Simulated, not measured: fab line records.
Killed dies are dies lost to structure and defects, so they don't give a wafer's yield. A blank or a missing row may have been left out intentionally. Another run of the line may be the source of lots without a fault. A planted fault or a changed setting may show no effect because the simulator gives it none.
Split-lot experiment + flow n5Finfet + 39 wafers read from 7 lots, route of 1938 steps

== THE SPLIT ITSELF ==
At N5_PASSIVATION_DEVELOP_09 (develop time 60 s), the setting developTimeS was moved away from the recipe's 60 s on 15 of the 39 wafers read, by -60.0% to +47.1%. The other wafers ran this setting at the recipe's value.

== BETWEEN THE SPLIT AND THE READING: the file shows 1 step in between ==
- N5_PASSIVATION_HARDBAKE_11: time 120 s

== THE READING ==
At N5_PASSIVATION_CD_MEAS_10: cdNm in nanometres, against a target cd of 3000 nm. Fault-free wafers of this fab line usually give 3000 nm, standard deviation 3.2 nm.

| wafer  | tool, chamber at the split | developTimeS as run, s | against the recipe | cdNm, nm | against lot-mates on the recipe |
|--------|----------------------------|------------------------|--------------------|----------|---------------------------------|
| L075.2 | lithoTrack-05, 0           | 60                     | recipe             | 2999     | -                               |
| L075.3 | lithoTrack-05, 0           | 60                     | recipe             | 2995     | -                               |
| L075.4 | lithoTrack-05, 0           | 60                     | recipe             | 3002     | -                               |
| L078.1 | lithoTrack-03, 0           | 24.01                  | -60.0%             | 2978     | -19                             |
| L078.2 | lithoTrack-03, 0           | 60                     | recipe             | 2997     | -                               |
| L078.3 | lithoTrack-03, 0           | 60                     | recipe             | 2999     | -                               |
| L078.4 | lithoTrack-03, 0           | 24.01                  | -60.0%             | 2977     | -20                             |
| L078.5 | lithoTrack-03, 0           | 24.01                  | -60.0%             | 2972     | -25                             |
| L078.6 | lithoTrack-03, 0           | 60                     | recipe             | 2996     | -                               |
| L085.1 | lithoTrack-01, 0           | 86.83                  | +44.7%             | 3012     | +12                             |
| L085.2 | lithoTrack-01, 0           | 60                     | recipe             | 2999     | -                               |
| L085.3 | lithoTrack-01, 0           | 86.83                  | +44.7%             | 3012     | +12                             |
| L085.4 | lithoTrack-01, 0           | 86.83                  | +44.7%             | 3011     | +11                             |
| L085.5 | lithoTrack-01, 0           | 60                     | recipe             | 3002     | -                               |
| L085.6 | lithoTrack-01, 0           | 60                     | recipe             | 3000     | -                               |
| L087.1 | lithoTrack-03, 0           | 73.51                  | +22.5%             | 2996     | +1                              |
| L087.2 | lithoTrack-03, 0           | 60                     | recipe             | 2996     | -                               |
| L087.3 | lithoTrack-03, 0           | 60                     | recipe             | 2995     | -                               |
| L087.4 | lithoTrack-03, 0           | 73.51                  | +22.5%             | 3000     | +5                              |
| L087.5 | lithoTrack-03, 0           | 73.51                  | +22.5%             | 3004     | +9                              |
| L087.6 | lithoTrack-03, 0           | 60                     | recipe             | 2994     | -                               |
| L092.1 | lithoTrack-03, 0           | 60                     | recipe             | 3001     | -                               |
| L092.2 | lithoTrack-03, 0           | 60                     | recipe             | 2997     | -                               |
| L092.3 | lithoTrack-03, 0           | 60                     | recipe             | 2999     | -                               |
| L092.4 | lithoTrack-03, 0           | 60                     | recipe             | 2999     | -                               |
| L092.5 | lithoTrack-03, 0           | 60                     | recipe             | 2996     | -                               |
| L092.6 | lithoTrack-03, 0           | 60                     | recipe             | 2998     | -                               |
| L094.1 | lithoTrack-01, 0           | 88.26                  | +47.1%             | 3014     | +11                             |
| L094.2 | lithoTrack-01, 0           | 60                     | recipe             | 3000     | -                               |
| L094.3 | lithoTrack-01, 0           | 60                     | recipe             | 3004     | -                               |
| L094.4 | lithoTrack-01, 0           | 88.26                  | +47.1%             | 3014     | +11                             |
| L094.5 | lithoTrack-01, 0           | 88.26                  | +47.1%             | 3011     | +8                              |
| L094.6 | lithoTrack-01, 0           | 60                     | recipe             | 3004     | -                               |
| L097.1 | lithoTrack-03, 0           | 32.04                  | -46.6%             | 2982     | -14                             |
| L097.2 | lithoTrack-03, 0           | 32.04                  | -46.6%             | 2983     | -13                             |
| L097.3 | lithoTrack-03, 0           | 60                     | recipe             | 2998     | -                               |
| L097.4 | lithoTrack-03, 0           | 32.04                  | -46.6%             | 2980     | -16                             |
| L097.5 | lithoTrack-03, 0           | 60                     | recipe             | 2995     | -                               |
| L097.6 | lithoTrack-03, 0           | 60                     | recipe             | 2994     | -                               |

THE FIT
A straight line over all 39 wafers: cdNm changes by +0.33 nm for each +1% of developTimeS; r = +0.95; the points scatter about the line by 3.1 nm.
The same after taking each lot's own level away (the mean of its wafers on the recipe; 39 wafers): +0.292 nm for each +1%; r = +0.96; scatter 2.4 nm.
Per that fit: largest developTimeS move, reading shift of 18 nm.
The span of the lots' own levels, 2995.0 to 3002.7 nm, comes to 2.4 times the standard deviation stated above.
Thus the slope moves with the lot-to-lot level: the two fits are different.
Check: -18.2 nm against its lot-mates is what the line predicts for one of the wafers moved furthest among these (-60.0%) when that wafer is left out of the fit. It came out at -19.3 nm against them.

== THESE WAFERS: OTHER SPLITS ==
These wafers also went through other splits before the reading. Each is held against what the fit with the lots' levels taken away leaves over:
| other split on the same wafers          | wafers away from the commonest value | r with cdNm (lot level and that fit taken away) |
|-----------------------------------------|--------------------------------------|-------------------------------------------------|
| N5_BEOL_M11_ILD_DEP_00 targetThkA       | 15                                   | -0.13                                           |
| N5_BEOL_M15_TRENCH_ETCH_34 targetDepthA | 12                                   | -0.16                                           |

== THE WHOLE CHAIN: every reading that the file lists as answering this split, in the file's order ==
| step                      | what it does             | reading                                                        | change (the file's fit)               | r (the file's) |
|---------------------------|--------------------------|----------------------------------------------------------------|---------------------------------------|----------------|
| N5_PASSIVATION_CD_MEAS_10 | target cd 3000 nm        | cdNm                                                           | +0.291 nm for each +1% of the setting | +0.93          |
| N5_PASSIVATION_DESCUM_12  | chemistry O2, time 7.9 s | TV_LITHO.cdNm (the simulator's own value, which no gauge read) | +0.29 nm for each +1% of the setting  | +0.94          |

== FILE'S OWN FIT ==
cdNm changes by +0.291 nm for each +1% of developTimeS, r = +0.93.
